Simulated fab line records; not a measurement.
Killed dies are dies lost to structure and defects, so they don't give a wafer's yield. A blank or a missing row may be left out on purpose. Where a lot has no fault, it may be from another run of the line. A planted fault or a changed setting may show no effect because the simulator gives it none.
A lot that was struck, set against a sound lot ; flow n5Finfet ; 37 out of 1938 route steps
Sound: wafers L625.1, L625.4, L625.6. Struck: wafers L639.3, L639.4 (left out: L639.6, a lot-mate that was not struck); the cause follows at the end.
For every step that has rows: the tool of each side, followed by ch and its chambers, followed by its first start. Under that, the readings that differ: sound wafers ; struck wafers ; difference of the means ; sigmas: that difference in standard deviations of wafers without a fault.
alike: readings whose means differ by less than 2 such deviations, and words and numbers that are the same on both sides. not compared: withheld readings, readings that some wafer has no value for, bounds like >300 that may hide the same value, and numbers for which the record gives no deviation and whose values overlap.
A row with sigmas, a row that says differs or no value, or rows on one side alone: a step with any of these is where the two part. When numbers do not overlap yet have no deviation, they are printed without sigmas and do not part them. A reading missing from all wafers of one side parts the sides only when that side holds two or more wafers.

first, 8 steps without rows for these wafers: N5_BEOL_M6_SPUTTER_48 (material Cu, target thk 10 nm, time 1.667 s); N5_BEOL_M6_ECD_50 (material Cu, target thk 300 nm); N5_BEOL_M6_ANNEAL_51 (time 90 s); N5_BEOL_M6_CMP_52 (polishes, stops on SiCOH lowk, t overpolish 6.9 s, target thk 80 nm); N5_BEOL_M6_PRE_CLEAN_55 (time 15 s); N5_BEOL_M6_DEP_56 (deposits SiCN from 3MS/NH3, target thk 10 nm, time 17.5 s); N5_BEOL_M7_ILD_DEP_00 (deposits SiCOH lowk from DEMS/porogen, target thk 179.75 nm, time 33.4 s); N5_BEOL_M7_CURE_74 (cures SiCOH lowk, time 240 s).
N5_BEOL_M7_PECVD_70: deposits SiO2 from TEOS/O2, target thk 20 nm, time 22.7 s.
  sound on pecvd-03 ch 0,1, day 10 13:34; struck on pecvd-03 ch 1,2, day 13 22:51
reading;sound;struck;difference;sigmas
model.SiO2_of_BEOL_M7_PECVD_70.thkNm (nm);20.4 20 20.4;23.6 24;+3.5;
  alike: heaterPowerW, showerheadPlenumPTorr, showerheadVppV, throttleValvePct
then, 25 steps without rows for these wafers: N5_BEOL_M7_HM_DEP_02 (deposits TiN, target thk 20 nm); N5_BEOL_M7_COAT_59 (time 60 s, resist thk 100 nm); N5_BEOL_M7_COAT_60 (time 60 s, resist thk 35 nm); N5_BEOL_M7_COAT_05 (resist thk 90 nm); N5_BEOL_M7_EBR_07; N5_BEOL_M7_SOFTBAKE_06 (time 60 s); N5_BEOL_M7_EXPOSE_08 (exposes mask M7); N5_BEOL_M7_PEB_09 (peb time 60 s); N5_BEOL_M7_DEVELOP_10 (develop time 30 s); N5_BEOL_M7_DESCUM_16 (chemistry O2, time 7.9 s); N5_BEOL_M7_ETCH_61 (etches SiARC in CF4, target depth 45.5 nm, time 75.8 s); N5_BEOL_M7_ETCH_62 (etches SOC in N2/H2, target depth 110 nm, overetch 22 nm, time 165 s); N5_BEOL_M7_STRIP_68 (strips in N2/H2); N5_BEOL_M7_STRIP_67 (strips in CF4); N5_BEOL_M7_HM_OPEN_17 (chemistry Cl2/BCl3, target TiN, target depth 20 nm, overetch 6 nm); N5_BEOL_M7_STRIP_19 (strips in O2); N5_BEOL_M7_COAT_63 (time 60 s, resist thk 60 nm); N5_BEOL_M7_COAT_64 (time 60 s, resist thk 12 nm); N5_BEOL_M7_COAT_71 (time 60 s, resist thk 5 nm); N5_BEOL_M7_COAT_22 (resist thk 30 nm); N5_BEOL_M7_EBR_24; N5_BEOL_M7_SOFTBAKE_23 (time 60 s); N5_BEOL_M7_EXPOSE_25 (exposes mask V6, target cd 40 nm); N5_BEOL_M7_PEB_26 (peb time 60 s); N5_BEOL_M7_DEVELOP_27 (develop time 30 s).
N5_BEOL_M7_HM_STRIP_39: strips TiN in peroxide tin strip, target depth 25 nm, time 158 s.
  sound on wetBench-04 ch 1,3,6, day 10 18:32; struck on wetBench-04 ch 2,5, day 14 01:21
reading;sound;struck;difference;sigmas
model.SiO2_of_BEOL_M7_PECVD_70.thkNm (nm);20.2 20 20.2;23.4 23.8;+3.5;
N5_BEOL_M7_CMP_52: polishes, stops on SiCOH lowk, t overpolish 6.9 s, target thk 80 nm.
  sound on cmp-04 ch 0,1,2, day 10 20:29; struck on cmp-01 ch 1,2, day 14 04:02
reading;sound;struck;difference;sigmas
barrierFieldEndpointS (s);28.5 28.7 27.7;32.5 34.2;+5.1;+6
  alike: clearingPlatenDownForcePsi, edgeZonePressureFrac, motorCurrentA
  not compared: padLifeWafers
-- record jumps: 3 days separate the struck wafers' starts on either side; left off in module BEOL_M7, taken up again in module PASSIVATION, whose first shown step is the route's number 1936 --
N5_PASSIVATION_PROBE_49:
  sound: prober-02 at day 13 21:56; struck: prober-01 at day 17 12:07
  alike: defectLimitedYield, killed_at_M0_to_M3, killed_at_M4_up, killedAtContacts, killedAtFrontEnd, killedAtOther, killedDies, killedOpen, killedShort, sort_bin_4_leakage, sort_bin_5_function, sort_bin_6_memory, sort_bin_8_speed, sortNPass, sortYieldPct

== WHERE THEY PART ==
At N5_BEOL_M7_CMP_52 and nowhere else, as far as this record goes. Later steps at which nothing parts them and some readings are alike: N5_PASSIVATION_PROBE_49.

WHY: what had been put in by the simulator
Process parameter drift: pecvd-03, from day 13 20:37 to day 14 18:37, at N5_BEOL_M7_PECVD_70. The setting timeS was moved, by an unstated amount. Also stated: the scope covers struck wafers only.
